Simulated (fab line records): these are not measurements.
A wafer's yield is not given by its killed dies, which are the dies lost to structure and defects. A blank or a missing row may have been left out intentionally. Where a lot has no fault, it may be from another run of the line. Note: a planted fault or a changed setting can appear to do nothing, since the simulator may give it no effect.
The tool behind it: which one? ; flow n5-finfet ; route of 1938 steps, sampled at 1 step: 10 lots, 28 wafers

WHAT THE GAUGES SHOWED, per wafer
N5_MOL_CONTACT_COAG_THK_MEAS_29.
lot;measured;on;MD_CAP_THK (nm)
L423;day 5 10:31;film-metro-02;17.75 17.90 17.85
L424;day 5 17:41;film-metro-01;17.99 18.11 18.12
L431;day 7 12:26;film-metro-02;17.80 17.74 17.95
L432;day 7 21:19;film-metro-01;17.84 17.89
L434;day 8 07:17;film-metro-01;17.88 17.86 17.89
L436;day 8 19:16;film-metro-01;17.90 17.93 17.93
L442;day 10 01:46;film-metro-01;17.96 18.01 17.89
L443;day 10 08:54;film-metro-01;17.85 17.83 17.93
L444;day 10 15:52;film-metro-01;17.90 17.69 17.84
L445;day 10 22:46;film-metro-02;17.77 17.79

TOOL THAT RAN EACH LOT (tool first, then ch and the chambers of the sampled wafers, then the start)
Record: no process step prior to these readings.

THE ANSWER, worked out from the rows above alone
Rule: the usual values come from the lots themselves. The widest of any qualifying gaps counts: lots, ordered by their means at a reading, are off when they make up no more than a third of the lots, leave a main group of 4 or more, and stand apart from it by 3 or more times the standard deviation of that group's means. A main group is skipped when, at the precision printed for the reading in the tables above, its means are all equal. Also off: a lot with no number at a reading for which 4 or more lots have one. The other lots that the step has rows for count as sound.
Across all readings shown, no lot is off: no conclusion can be drawn from this.

WHAT WAS PUT IN BY THE SIMULATOR
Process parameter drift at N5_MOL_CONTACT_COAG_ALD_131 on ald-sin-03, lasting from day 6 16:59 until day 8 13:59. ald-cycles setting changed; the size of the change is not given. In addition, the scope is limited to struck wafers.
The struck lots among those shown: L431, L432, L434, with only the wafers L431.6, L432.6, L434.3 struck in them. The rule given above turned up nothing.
